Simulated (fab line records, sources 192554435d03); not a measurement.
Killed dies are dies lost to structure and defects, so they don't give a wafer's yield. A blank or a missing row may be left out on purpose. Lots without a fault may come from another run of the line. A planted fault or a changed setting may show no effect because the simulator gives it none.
Chamber matching | flow n5_finfet | N5_BEOL_M14_ETCH_68 on rie_diel-04: 4 sister chambers
The step etches SOC in N2/H2, time 450 s. 4 wafers are shown with their chamber, then 10 later ones without.

WAFERS WITH THEIR CHAMBER
wafer  | chamber | throttle_valve_pct (%)
L079.5 | 3       | 17.12
L085.3 | 2       | 17.82
L088.1 | 0       | 18.16
L088.4 | 1       | 17.55

WAFERS WITHOUT THEIR CHAMBER
wafer  | throttle_valve_pct (%)
L088.5 | 17.85
L089.1 | 18.16
L089.4 | 17.18
L089.6 | 17.15
L094.2 | 18.17
L094.3 | 17.57
L094.6 | 18.17
L095.2 | 17.18
L095.5 | 17.18
L095.6 | 17.87

WHICH CHAMBER EACH WENT THROUGH
wafer  | from the rows above | in truth
L088.5 | 2                   | 2
L089.1 | 0                   | 0
L089.4 | 3                   | 3
L089.6 | 3                   | 3
L094.2 | 0                   | 0
L094.3 | 1                   | 1
L094.6 | 0                   | 0
L095.2 | 3                   | 3
L095.5 | 3                   | 3
L095.6 | 2                   | 2
Placed correctly: 10 of 10. Can't be placed from these rows: 0. Placed wrongly: 0.
How it was worked out, from the rows above alone: a wafer's distance from a chamber is the root of the sum, over the readings, of the square of ((its reading less the chamber's mean) divided by the reading's scatter). The wafer belongs to the nearest chamber; if the next one is less than 2 further off, it can't be placed. A chamber's mean is the mean of its shown wafers. The scatter: with one shown wafer a chamber, the root of the mean of the squares of how far each hidden wafer lies from its nearest shown one.
